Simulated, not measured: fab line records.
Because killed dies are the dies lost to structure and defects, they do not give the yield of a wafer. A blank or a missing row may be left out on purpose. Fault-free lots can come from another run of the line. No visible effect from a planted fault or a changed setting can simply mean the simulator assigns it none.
fab line records	flow n5-finfet
record: lots: 6	wafers: 18	last-day: 17
route steps=1938 shown BEOL_M9@1462 BEOL_M10@1470
lots untouched by any fault: they come from a run of this same line in which no faults occurred
start-h: the number of hours between the record's first day and the start of the first shown wafer of the lot	wait-h: how many hours have passed since the lot's step before this one	" as in the row above	L1.1+2: one row covering several wafers at once	- no value, or no start given	* or withheld: withheld	< > ~ a bound
route shown NAME@n: NAME is a module with steps in the file, n the number in the route of the first one	usual: mean/standard deviation of fault-free wafers	same: alike in all rows	chamber/n: place in a boat	sites: readings site by site	_std_site: standard deviation across them	_edge_site: outer sites' mean less inner sites'	radius-mm: how far each site lies from the wafer's centre	mask NAME#n: copy n	behind: tool/chamber where the wafer was last shaped	hold: cause of the lot's hold/its duration in hours/its outcome	device: the transistor (n, p or np) that didn't switch	end of line: tests run on the same wafers once the route is complete	where a step has no rows: the recipe by itself	killed: the dies lost at the first sort to structure and to defects; this is not the yield of the wafer	map: the dies of a wafer, with x for killed, . for not killed, _ for no die there
set.NAME: setting as actually run; set.NAME@STEP: the setting as run at that earlier step	model.NAME: the simulator's own value behind a step, which no gauge read
a table for each step, a row for each wafer; lots at some steps of the route
services: the hour from which a tool's chamber was out of use, counted from the record's first day as start-h (under 0 if before that day), plus the number of hours and why
== steps ==
step: N5_BEOL_M9_ECD_50
recipe: material: Cu	target-thk-a: 3180
step: N5_BEOL_M9_ANNEAL_51
recipe: temp-c: 225	time-s: 90	ambient: N2
step: N5_BEOL_M9_CMP_52
recipe: stop-on: SiCOH_lowk	t-overpolish-s: 7	down-force-psi: 1	platen-rpm: 50	clearing-platen-down-force-psi: 1.5	clearing-platen-rpm: 50	post-cmp-clean: cu-alkaline	target-thk-nm: 140	clearing-platen-pad-velocity-m-s: 0.99484	pad-velocity-m-s: 0.99484
usual: barrier-field-endpoint-s: 28.7/0.64	head-pressure-psi: 1.0002/0.0023	motor-current-A: 5.9/0.67	overpolish-run-s: 7.000/0.0094	time-to-endpoint-s: 64.5/2.6
lot.wafer	tool	chamber	start-h	wait-h	barrier-field-endpoint-s	head-pressure-psi	motor-current-A	overpolish-run-s	time-to-endpoint-s
L339.4	cmp-04	1	242.90	0.2	28.6	1.0020	4.7	7.009	62.1
L339.2	"	3	"	"	28.1	0.9990	4.7	6.991	61.0
L339.6	"	0	"	"	29.7	1.0010	5.4	7.009	65.3
L341.2	cmp-01	0	245.50	0.5	27.6	1.0025	6.6	7.003	60.8
L341.5	"	2	"	"	28.1	1.0054	6.6	6.996	62.1
L341.6	"	3	"	"	28.4	0.9945	6.0	6.999	61.2
L348.2	cmp-01	1	310.28	0.2	29.0	1.0016	5.9	6.996	66.7
L348.4	"	3	"	"	29.2	0.9992	5.9	6.996	69.3
L348.1	"	0	"	"	28.7	1.0034	6.0	6.993	67.1
L352.3	cmp-01	0	327.80	0.2	28.2	1.0012	6.9	6.991	63.5
L352.6	"	3	"	"	28.9	0.9998	6.0	6.979	65.0
L352.5	"	0	"	"	28.3	1.0004	6.6	7.004	63.9
L354.2	cmp-03	0	339.24	0.2	27.8	1.0001	5.8	7.010	62.4
L354.4	"	2	"	"	28.3	1.0022	5.8	7.007	63.7
L354.5	"	0	"	"	28.4	1.0047	5.6	7.007	60.3
L356.4	cmp-03	1	346.20	0.1	28.3	0.9966	6.9	6.996	65.1
L356.3	"	2	"	"	28.1	1.0024	5.8	6.999	64.1
L356.6	"	2	"	"	28.8	1.0044	5.8	7.004	65.8
step: N5_BEOL_M9_THK_MEAS_53
recipe: thk-meas-gauge: xrf	reads: Cu_of_BEOL_M9_ECD_50
usual: M9_THK: 140/3
lot.wafer	tool	chamber	start-h	wait-h	M9_THK[nm]
L339.2	film-metro-02	-	243.16	-	145
L339.4	"	-	"	"	141
L339.6	"	-	"	"	144
L341.2	film-metro-01	-	245.72	-	138
L341.5	"	-	"	"	139
L341.6	"	-	"	"	137
L348.1	film-metro-02	-	310.57	-	145
L348.2	"	-	"	"	143
L348.4	"	-	"	"	141
L352.3	film-metro-02	-	328.06	-	137
L352.5	"	-	"	"	138
L352.6	"	-	"	"	143
L354.2	film-metro-01	-	339.50	-	137
L354.4	"	-	"	"	133
L354.5	"	-	"	"	134
L356.3	film-metro-01	-	346.50	-	137
L356.4	"	-	"	"	138
L356.6	"	-	"	"	142
step: N5_BEOL_M9_PRE_CLEAN_55
recipe: gas: NH3	time-s: 15	temp-c: withheld	rf-power-w: 300
step: N5_BEOL_M9_DEP_56
recipe: material: SiCN	target-thk-a: 150	temp-c: withheld	precursor: 3MS/NH3	pressure-torr: 3	rf-w: 202	time-s: 26.5
step: N5_BEOL_M9_RS_MEAS_57
recipe: thk-meas-gauge: four-point-probe	reads: Cu_of_BEOL_M9_ECD_50+Co_of_BEOL_M9_CVD_78+TaN_of_BEOL_M9_ALD_74
usual: M9_RS: 0.152/0.0033
lot.wafer	tool	chamber	start-h	wait-h	M9_RS[ohm/sq]
L339.2	film-metro-02	-	243.33	0.1	0.146
L339.4	"	-	"	"	0.150
L339.6	"	-	"	"	0.147
L341.2	film-metro-02	-	245.85	0.1	0.153
L341.5	"	-	"	"	0.152
L341.6	"	-	"	"	0.154
L348.1	film-metro-02	-	310.71	0.1	0.148
L348.2	"	-	"	"	0.150
L348.4	"	-	"	"	0.153
L352.3	film-metro-02	-	328.19	0.1	0.156
L352.5	"	-	"	"	0.155
L352.6	"	-	"	"	0.149
L354.2	film-metro-01	-	339.64	0.1	0.155
L354.4	"	-	"	"	0.160
L354.5	"	-	"	"	0.158
L356.3	film-metro-01	-	346.63	0.1	0.156
L356.4	"	-	"	"	0.155
L356.6	"	-	"	"	0.150
step: N5_BEOL_M9_INSPECT_58
recipe: inspect-instrument: darkfield	mode: post-dep
usual: raw-defect-count: 71/23
lot.wafer	tool	chamber	start-h	wait-h	raw-defect-count
L339.2	defect-inspect-01	-	243.35	0.0	76
L339.4	"	-	"	"	127
L339.6	"	-	"	"	82
L341.2	defect-inspect-01	-	245.88	0.0	86
L341.5	"	-	"	"	117
L341.6	"	-	"	"	104
L348.1	defect-inspect-01	-	310.73	0.0	88
L348.2	"	-	"	"	71
L348.4	"	-	"	"	132
L352.3	defect-inspect-02	-	328.22	0.0	45
L352.5	"	-	"	"	50
L352.6	"	-	"	"	47
L354.2	defect-inspect-02	-	339.66	0.0	56
L354.4	"	-	"	"	69
L354.5	"	-	"	"	39
L356.3	defect-inspect-02	-	346.66	0.0	117
L356.4	"	-	"	"	70
L356.6	"	-	"	"	97
step: N5_BEOL_M10_ILD_DEP_00
recipe: material: SiCOH_lowk	target-thk-a: 3085.1	temp-c: 300	precursor: DEMS/porogen	pressure-torr: 5	rf-w: 500	time-s: 58
usual: chamber-pressure-Torr: 5.000/0.012	heater-power-outer-w: 142/29	heater-power-w: 294/48	showerhead-plenum-p-Torr: 5.733/0.024	throttle-valve-pct: 13.6/0.72
lot.wafer	tool	chamber	start-h	wait-h	chamber-pressure-Torr	heater-power-outer-w	heater-power-w	showerhead-plenum-p-Torr	throttle-valve-pct
L339.2	pecvd-03	2	243.39	0.0	5.009	173	318	5.760	12.2
L339.4	"	1	"	"	4.984	143	299	5.744	14.3
L339.6	"	2	"	"	4.988	179	321	5.763	12.6
L341.2	pecvd-04	1	245.92	0.0	4.998	130	268	5.705	13.0
L341.5	"	0	"	"	5.003	130	251	5.733	15.5
L341.6	"	2	"	"	5.002	130	280	5.750	12.8
L348.1	pecvd-03	1	310.77	0.0	5.002	149	303	5.739	14.0
L348.2	"	2	"	"	4.987	180	321	5.760	12.5
L348.4	"	2	"	"	4.990	184	332	5.759	12.6
L352.3	pecvd-04	1	328.25	0.0	5.010	141	278	5.716	13.0
L352.5	"	2	"	"	5.017	109	251	5.759	12.9
L352.6	"	0	"	"	4.994	146	265	5.747	15.2
L354.2	pecvd-02	1	339.70	0.0	5.001	180	369	5.722	12.5
L354.4	"	1	"	"	5.001	183	385	5.719	12.5
L354.5	"	2	"	"	5.012	107	236	5.737	14.2
L356.3	pecvd-02	1	346.69	0.0	4.975	193	392	5.710	12.9
L356.4	"	0	"	"	5.018	108	232	5.736	13.9
L356.6	"	1	"	"	4.980	196	408	5.729	12.9
step: N5_BEOL_M10_CURE_71
recipe: temp-c: 385	time-s: 240	ambient: He/Ar	material: SiCOH_lowk
step: N5_BEOL_M10_THK_MEAS_01
recipe: reads: SiCOH_lowk_of_BEOL_M10_ILD_DEP_00
usual: M10_ILD_THK: 268/3.3
lot.wafer	tool	chamber	start-h	wait-h	M10_ILD_THK[nm]
L339.2	film-metro-01	-	244.46	0.7	266
L339.4	"	-	"	"	270
L339.6	"	-	"	"	273
L341.2	film-metro-01	-	246.51	0.4	265
L341.5	"	-	"	"	270
L341.6	"	-	"	"	270
L348.1	film-metro-01	-	311.36	0.4	265
L348.2	"	-	"	"	266
L348.4	"	-	"	"	272
L352.3	film-metro-02	-	328.86	0.3	266
L352.5	"	-	"	"	270
L352.6	"	-	"	"	268
L354.2	film-metro-02	-	340.29	0.4	261
L354.4	"	-	"	"	263
L354.5	"	-	"	"	267
L356.3	film-metro-02	-	347.77	0.5	268
L356.4	"	-	"	"	274
L356.6	"	-	"	"	265
step: N5_BEOL_M10_PECVD_70
recipe: material: SiO2	target-thk-a: 200	temp-c: 400	precursor: TEOS/O2	pressure-torr: 5.5	rf-w: 450	teos-flow-sccm: 53.8	gas: O2	flow-sccm: 3000	time-s: 22.7
step: N5_BEOL_M10_HM_DEP_02
recipe: material: TiN	target-thk-a: 200	temp-c: 25	chamber-pressure-pa: 0.49996
usual: chamber-pressure-pa: 0.5001/0.00092	substrate-temp-c: 25.00/0.11	throttle-valve-pct: 29.5/0.94
lot.wafer	tool	chamber	start-h	wait-h	chamber-pressure-pa	substrate-temp-c	throttle-valve-pct
L339.2	pvd-sputter-02	-	245.22	0.7	-	-	-
L339.4	"	-	"	"	-	-	-
L339.6	"	-	"	"	-	-	-
L341.2	pvd-sputter-01	-	248.19	1.6	-	-	-
L341.5	"	-	"	"	-	-	-
L341.6	"	-	"	"	-	-	-
L348.1	pvd-sputter-02	-	312.35	0.9	0.5006	24.95	28.7
L348.2	"	-	"	"	0.5010	24.99	30.0
L348.4	"	-	"	"	0.5006	24.90	30.0
L352.3	pvd-sputter-03	-	331.51	2.6	0.5005	24.81	29.6
L352.5	"	-	"	"	0.5010	24.95	29.8
L352.6	"	-	"	"	0.4998	25.05	29.1
L354.2	pvd-sputter-01	-	341.85	1.5	0.4997	25.03	29.9
L354.4	"	-	"	"	0.5004	25.08	28.6
L354.5	"	-	"	"	0.5014	25.05	30.3
L356.3	pvd-sputter-01	-	349.09	1.3	0.5011	25.02	30.3
L356.4	"	-	"	"	0.4999	24.93	28.4
L356.6	"	-	"	"	0.4995	25.00	29.6
step: N5_BEOL_M10_COAT_59
recipe: resist: SOC	temp-c: 250	time-s: 60	spin-rpm: 1500	resist-thk-nm: 100
step: N5_BEOL_M10_COAT_60
recipe: resist: SiARC	temp-c: 220	time-s: 60	spin-rpm: 1500	resist-thk-nm: 30
step: N5_BEOL_M10_COAT_05
recipe: resist: CAR-ArF	spin-rpm: 1500	resist-thk-nm: 90
step: N5_BEOL_M10_EBR_07
recipe: solvent: PGMEA	ebr-width-mm: 1.5
step: N5_BEOL_M10_SOFTBAKE_06
recipe: temp-c: 110	time-s: 60	resist: CAR-ArF
step: N5_BEOL_M10_EXPOSE_08
recipe: mask-id: M10	na: 1.35	source-shape: dipole	sigma-inner: 0.411	sigma-outer: 0.611	polarization: te	dose-mj: 53.75
step: N5_BEOL_M10_PEB_09
recipe: peb-temp-c: withheld	peb-time-s: 60	resist: CAR-ArF
step: N5_BEOL_M10_DEVELOP_10
recipe: develop-time-s: 30	developer: TMAH	resist: CAR-ArF	rinse-liquid: diw	dry: air-spin	dev-temp-c: 23
step: N5_BEOL_M10_CD_MEAS_11
recipe: target-cd-nm: 64.1	landing-energy-ev: 500	detector: se-inlens	polarity: opening
usual: cd-nm: 64.1/0.46
same: landing-energy-ev: 500
lot.wafer	tool	chamber	start-h	wait-h	cd-nm
L339.2	cd-sem-02	0	245.71	-	63.8
L339.4	"	0	"	"	64.3
L339.6	"	0	"	"	63.9
L341.2	cd-sem-01	0	248.69	-	64.4
L341.5	"	0	"	"	64.5
L341.6	"	0	"	"	64.5
L348.1	cd-sem-02	0	312.98	-	65.0
L348.2	"	0	"	"	64.5
L348.4	"	0	"	"	64.9
L352.3	cd-sem-01	0	332.02	-	64.7
L352.5	"	0	"	"	64.8
L352.6	"	0	"	"	64.5
L354.2	cd-sem-02	0	342.22	-	64.3
L354.4	"	0	"	"	64.3
L354.5	"	0	"	"	64.5
L356.3	cd-sem-02	0	349.59	-	64.2
L356.4	"	0	"	"	63.8
L356.6	"	0	"	"	64.1
step: N5_BEOL_M10_OVL_MEAS_12
recipe: points-per-wafer: 44
usual: M10_OVL: -0.4/0.85
lot.wafer	tool	chamber	start-h	wait-h	M10_OVL[nm]
L339.2	overlay-01	0	245.74	0.0	-0.3
L339.4	"	0	"	"	0.2
L339.6	"	0	"	"	1.0
L341.2	overlay-01	0	248.72	0.0	-0.4
L341.5	"	0	"	"	0.6
L341.6	"	0	"	"	0.4
L348.1	overlay-02	0	313.01	0.0	-2.1
L348.2	"	0	"	"	-1.7
L348.4	"	0	"	"	-1.7
L352.3	overlay-02	0	332.05	0.0	0.2
L352.5	"	0	"	"	0.1
L352.6	"	0	"	"	-0.1
L354.2	overlay-02	0	342.25	0.0	1.3
L354.4	"	0	"	"	1.6
L354.5	"	0	"	"	2.1
L356.3	overlay-01	0	349.61	0.0	-0.1
L356.4	"	0	"	"	-0.1
L356.6	"	0	"	"	0.5
step: N5_BEOL_M10_INSPECT_13
recipe: mode: adi	inspect-instrument: brightfield
usual: raw-defect-count: 416/96
lot.wafer	tool	chamber	start-h	wait-h	raw-defect-count
L339.2	defect-inspect-01	-	245.77	0.0	260
L339.4	"	-	"	"	347
L339.6	"	-	"	"	245
L341.2	defect-inspect-02	-	248.74	0.0	305
L341.5	"	-	"	"	482
L341.6	"	-	"	"	426
L348.1	defect-inspect-01	-	313.03	0.0	534
L348.2	"	-	"	"	354
L348.4	"	-	"	"	521
L352.3	defect-inspect-02	-	332.08	0.0	371
L352.5	"	-	"	"	308
L352.6	"	-	"	"	322
L354.2	defect-inspect-01	-	342.27	0.0	253
L354.4	"	-	"	"	308
L354.5	"	-	"	"	236
L356.3	defect-inspect-02	-	349.64	0.0	402
L356.4	"	-	"	"	414
L356.6	"	-	"	"	429
step: N5_BEOL_M10_DESCUM_16
recipe: chemistry: O2	time-s: 7.9	source-power-w: 50	bias-power-w: 20	pressure-mtorr: 20	rf-frequency-hz: 2.712e+07	temp-c: 40	resist: CAR-ArF	o2-flow-sccm: 225
usual: drypump-motor-current-A: 5.7/0.35	oes-product-au: 0.81/0.084	rf-vpp-V: 242.8/1.2	showerhead-plenum-p-Torr: 2.07/0.061	throttle-valve-pct: 20.31/0.15
lot.wafer	tool	chamber	start-h	wait-h	drypump-motor-current-A	oes-product-au	rf-hours-counter-h	rf-vpp-V	showerhead-plenum-p-Torr	throttle-valve-pct
L339.2	rie-diel-01	0	245.80	0.0	5.2	0.91	24	243.0	2.04	20.28
L339.4	"	3	"	"	6.4	0.90	-	242.5	2.04	20.23
L339.6	"	0	"	"	5.2	0.92	-	242.9	2.04	20.27
L341.2	rie-diel-02	3	248.78	0.0	5.2	0.70	212	245.0	2.16	20.31
L341.5	"	1	"	"	5.8	0.85	-	242.5	2.04	20.22
L341.6	"	2	"	"	5.7	0.84	-	242.1	2.03	20.18
L348.1	rie-diel-02	0	313.42	0.4	5.9	0.69	214	242.6	2.16	20.29
L348.2	"	3	"	"	5.2	0.70	235	244.9	2.15	20.35
L348.4	"	2	"	"	5.7	0.82	85	241.6	2.02	20.21
L352.3	rie-diel-01	0	332.11	0.0	5.2	0.87	52	242.6	2.03	20.33
L352.5	"	0	"	"	5.2	0.87	-	242.3	2.03	20.31
L352.6	"	1	"	"	5.5	0.89	-	243.1	2.06	20.66
L354.2	rie-diel-01	2	342.41	0.1	5.8	0.80	112	242.2	2.03	20.16
L354.4	"	0	"	"	5.2	0.86	56	241.8	2.03	20.33
L354.5	"	1	"	"	5.5	0.89	-	244.0	2.06	20.68
L356.3	rie-diel-02	3	349.99	0.4	5.2	0.69	246	244.1	2.15	20.36
L356.4	"	0	"	"	5.9	0.67	227	243.5	2.16	20.32
L356.6	"	0	"	"	5.9	0.68	-	243.7	2.16	20.32
step: N5_BEOL_M10_ETCH_61
recipe: chemistry: CF4	target: SiARC	target-depth-a: 390	mask-material: CAR-ArF	time-s: 65	ion-energy-ev: 80	pressure-mtorr: 40	source-w: 545	bias-w: 36	Ar_flow_sccm: 100	cf4-flow-sccm: 100	ends: cleared
step: N5_BEOL_M10_ETCH_62
recipe: chemistry: N2/H2	target: SOC	target-depth-a: 1100	overetch-a: 220	mask-material: SiARC	temp-c: 40	time-s: 165	ion-energy-ev: 200	pressure-mtorr: 30	source-w: 840	bias-w: 150	n2-flow-sccm: 200	h2-flow-sccm: 200
usual: bias-w: 150.0/0.42	drypump-motor-current-A: 5.7/0.35	n2-flow-sccm: 200.0/0.65	oes-product-au: 0.68/0.068	rf-vpp-V: 523.2/2.1	showerhead-plenum-p-Torr: 2.52/0.072	throttle-valve-pct: 17.70/0.14
lot.wafer	tool	chamber	start-h	wait-h	bias-w	drypump-motor-current-A	n2-flow-sccm	oes-product-au	rf-hours-counter-h	rf-vpp-V	showerhead-plenum-p-Torr	throttle-valve-pct
L339.2	rie-diel-01	0	245.88	0.0	150.4	5.2	199.6	0.78	24	521.8	2.48	17.69
L339.4	"	3	"	"	150.7	6.4	200.3	0.76	-	522.0	2.49	17.56
L339.6	"	0	"	"	150.0	5.2	198.9	0.78	-	522.0	2.48	17.69
L341.2	rie-diel-02	3	248.86	0.0	150.1	5.2	200.8	0.60	213	526.1	2.63	17.76
L341.5	"	1	"	"	150.8	5.9	200.3	0.72	-	521.5	2.49	17.64
L341.6	"	2	"	"	150.3	5.7	199.7	0.70	-	522.0	2.48	17.65
L348.1	rie-diel-02	0	313.50	0.0	150.1	5.9	200.0	0.58	214	526.4	2.61	17.68
L348.2	"	3	"	"	149.6	5.2	200.3	0.59	235	524.9	2.62	17.78
L348.4	"	2	"	"	149.9	5.7	200.8	0.68	85	522.5	2.47	17.69
L352.3	rie-diel-01	0	332.19	0.0	149.9	5.2	199.5	0.73	52	522.0	2.47	17.73
L352.5	"	0	"	"	149.8	5.2	199.1	0.73	-	520.6	2.47	17.74
L352.6	"	1	"	"	149.3	5.5	199.1	0.75	-	522.4	2.49	17.88
L354.2	rie-diel-01	2	342.50	0.0	150.1	5.8	198.9	0.67	112	522.1	2.45	17.51
L354.4	"	0	"	"	150.6	5.2	200.5	0.72	56	521.9	2.47	17.75
L354.5	"	1	"	"	149.8	5.5	199.1	0.75	-	521.6	2.49	17.91
L356.3	rie-diel-02	3	350.08	0.0	150.2	5.2	200.4	0.58	246	526.0	2.61	17.81
L356.4	"	0	"	"	150.4	5.9	199.6	0.58	227	527.3	2.61	17.72
L356.6	"	0	"	"	150.1	5.9	199.3	0.58	-	527.3	2.61	17.71
step: N5_BEOL_M10_STRIP_68
recipe: chemistry: N2/H2	temp-c: 40	n2-flow-sccm: 200	h2-flow-sccm: 200	rf-frequency-hz: 6e+07
step: N5_BEOL_M10_STRIP_67
recipe: chemistry: CF4	resist: SiARC	power-w: 300	bias-power-w: 75	pressure-mtorr: 50	cf4-flow-sccm: 150	rf-frequency-hz: 6e+07
usual: drypump-motor-current-A: 5.7/0.34	oes-product-au: 0.81/0.08	rf-vpp-V: 270.7/1.3	showerhead-plenum-p-Torr: 1.77/0.045	throttle-valve-pct: 13.44/0.15
lot.wafer	tool	chamber	start-h	wait-h	drypump-motor-current-A	oes-product-au	rf-hours-counter-h	rf-vpp-V	showerhead-plenum-p-Torr	throttle-valve-pct
L339.2	rie-diel-01	0	246.03	0.0	5.2	0.91	24	270.4	1.76	13.38
L339.4	"	3	"	"	6.4	0.89	-	271.2	1.75	13.28
L339.6	"	0	"	"	5.2	0.91	-	269.3	1.76	13.38
L341.2	rie-diel-02	3	249.01	0.0	5.2	0.71	213	273.2	1.84	13.57
L341.5	"	1	"	"	5.8	0.85	-	271.4	1.76	13.35
L341.6	"	2	"	"	5.6	0.84	-	270.8	1.75	13.32
L348.1	rie-diel-02	0	313.65	0.0	5.9	0.69	214	272.7	1.84	13.49
L348.2	"	3	"	"	5.2	0.70	235	270.4	1.83	13.60
L348.4	"	2	"	"	5.7	0.81	85	270.9	1.74	13.36
L352.3	rie-diel-01	0	332.34	0.0	5.2	0.87	52	268.6	1.75	13.45
L352.5	"	0	"	"	5.2	0.87	-	269.4	1.75	13.44
L352.6	"	1	"	"	5.6	0.89	-	271.2	1.76	13.62
L354.2	rie-diel-01	2	342.64	0.0	5.7	0.80	112	269.1	1.74	13.25
L354.4	"	0	"	"	5.2	0.86	56	270.1	1.75	13.44
L354.5	"	1	"	"	5.5	0.89	-	272.5	1.76	13.61
L356.3	rie-diel-02	3	350.22	0.0	5.2	0.69	246	272.0	1.83	13.62
L356.4	"	0	"	"	5.9	0.67	227	272.2	1.84	13.53
L356.6	"	0	"	"	5.9	0.68	-	271.3	1.84	13.51
step: N5_BEOL_M10_HM_OPEN_17
recipe: chemistry: Cl2/BCl3	target-depth-a: 200	overetch-a: 60	target: TiN	mask-material: SOC	ion-energy-ev: 150	pressure-mtorr: 10	icp-w: 1000	bias-w: 126	Cl2_flow_sccm: 53.25	bcl3-flow-sccm: 21.75	Ar_flow_sccm: 25
usual: bias-w: 126.0/0.33	drypump-motor-current-A: 5.7/0.33	oes_ar_750_au: 0.77/0.088	oes-product-au: 0.66/0.08	throttle-valve-pct: 22.19/0.28
lot.wafer	tool	chamber	start-h	wait-h	bias-w	drypump-motor-current-A	oes_ar_750_au	oes-product-au	rf-hours-counter-h	throttle-valve-pct	model.etch.depth-nm
L339.2	rie-metal-03	0	246.07	0.0	125.8	6.3	0.76	0.28	48	22.93	0
L339.4	"	1	"	"	125.7	5.5	0.91	0.34	-	22.33	0
L339.6	"	0	"	"	125.9	6.3	0.76	0.29	-	22.92	0
L341.2	rie-metal-01	1	249.05	0.0	126.5	5.4	0.76	0.29	41	23.25	0
L341.5	"	1	"	"	126.6	5.4	0.77	0.28	-	23.26	0
L341.6	"	0	"	"	125.5	6.0	0.70	0.25	-	22.64	0
L348.1	rie-metal-02	0	313.69	0.0	126.6	5.3	0.91	0.79	5	21.99	19.82
L348.2	"	1	"	"	125.3	5.9	0.71	0.60	79	22.40	19.84
L348.4	"	0	"	"	126.3	5.3	0.92	0.78	-	21.97	19.73
L352.3	rie-metal-03	1	332.42	0.1	125.7	5.4	0.86	0.75	-	21.71	20.09
L352.5	"	1	"	"	126.1	5.4	0.86	0.74	-	21.70	19.94
L352.6	"	0	"	"	126.0	6.2	0.74	0.63	-	22.31	19.89
L354.2	rie-metal-02	0	342.68	0.0	126.2	5.3	0.90	0.78	7	21.98	20.16
L354.4	"	0	"	"	126.1	5.3	0.90	0.79	-	22.00	20.18
L354.5	"	1	"	"	126.0	5.9	0.70	0.60	-	22.36	20.12
L356.3	rie-metal-02	0	350.29	0.1	125.5	5.3	0.90	0.77	-	22.00	19.9
L356.4	"	1	"	"	126.1	5.9	0.70	0.60	-	22.38	20.02
L356.6	"	0	"	"	125.7	5.3	0.91	0.77	-	22.00	19.97
step: N5_BEOL_M10_STRIP_19
recipe: chemistry: O2	power-w: 400	temp-c: 40	pressure-mtorr: 30	rf-frequency-hz: 6e+07	bias-power-w: 0	overash-fraction: 0.2	o2-flow-sccm: 225
step: N5_BEOL_M10_CD_MEAS_18
recipe: pitch-nm: 140	target-cd-nm: 70
usual: cd-nm: 70.0/0.44
lot.wafer	tool	chamber	start-h	wait-h	cd-nm
L339.2	cd-sem-02	-	246.26	0.1	-
L339.4	"	-	"	"	-
L339.6	"	-	"	"	-
L341.2	cd-sem-01	-	249.23	0.1	-
L341.5	"	-	"	"	-
L341.6	"	-	"	"	-
L348.1	cd-sem-03	-	314.01	0.0	71.2
L348.2	"	-	"	"	70.3
L348.4	"	-	"	"	70.6
L352.3	cd-sem-03	-	332.57	0.1	70.9
L352.5	"	-	"	"	69.9
L352.6	"	-	"	"	70.8
L354.2	cd-sem-01	-	342.88	0.1	69.9
L354.4	"	-	"	"	70.1
L354.5	"	-	"	"	70.1
L356.3	cd-sem-02	-	350.46	0.1	69.9
L356.4	"	-	"	"	69.8
L356.6	"	-	"	"	70.3
step: N5_BEOL_M10_COAT_63
recipe: resist: SOC	temp-c: 250	time-s: 60	spin-rpm: 1500	resist-thk-nm: 100
== services ==
tool	chamber	start-h	hours	kind
cmp-01	-	221.98	3.3	repair
pecvd-02	-	229.79	2.9	repair
rie-diel-01	1	240.61	-	clean
rie-diel-01	1	240.61	-	consumable-replace:focus-ring
rie-diel-01	1	240.61	16.8	scheduled-down
cmp-01	-	241.36	0.4	repair
pecvd-04	-	247.94	0.7	repair
cmp-01	-	248.38	7.0	repair
cmp-03	-	249.33	2.6	repair
cmp-04	-	249.36	3.8	repair
cmp-04	-	260.25	4.0	pm
cmp-03	-	264.99	0.5	repair
rie-metal-03	-	265.67	0.1	repair
cmp-03	-	280.06	2.3	repair
rie-diel-02	2	281.00	6.7	repair
rie-metal-02	-	291.07	2.8	pm
cmp-03	-	299.39	2.2	repair
rie-diel-01	2	307.95	1.8	repair
cmp-04	-	320.93	0.4	repair
cmp-04	-	326.12	0.6	repair
cmp-03	-	328.65	4.0	pm
rie-metal-01	0	342.08	12.0	repair
cmp-03	-	343.66	1.3	repair
cmp-04	-	349.13	2.2	repair
== key ==
first-sign: step: N5_BEOL_M10_HM_DEP_02	reading: tool-record	direction: missing
effect: step: N5_BEOL_M10_HM_OPEN_17	reading: oes-product-au	direction: down	sigmas: 4.6	usual: 0.66	struck: 0.29
effect: step: N5_BEOL_M10_CD_MEAS_18	reading: cd-nm	direction: missing
model-effect: step: N5_BEOL_M10_HM_OPEN_17	value: etch.depth-nm	without: 19.7	struck: 0
met-at N5_BEOL_M10_HM_DEP_02
struck-wafers L339.2,L339.4,L339.6,L341.2,L341.5,L341.6
later-rows-left-out L339.2,L339.4,L339.6,L341.2,L341.5,L341.6
sort-left-out L339.2,L339.4,L339.6,L341.2,L341.5,L341.6
fault: kind: skipped-step-whole	tool: pvd-sputter-01,pvd-sputter-02	chamber: -	onset-h: 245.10	steps: N5_BEOL_M10_HM_DEP_02	scope: struck-lots-only
sort-left-out: the simulated sort isn't trusted on such a fault, so these wafers' sort isn't shown, and their yield isn't known
later-rows-left-out: the simulator's readings of these wafers behind a module that went badly wrong aren't trusted and aren't shown, but for the sort
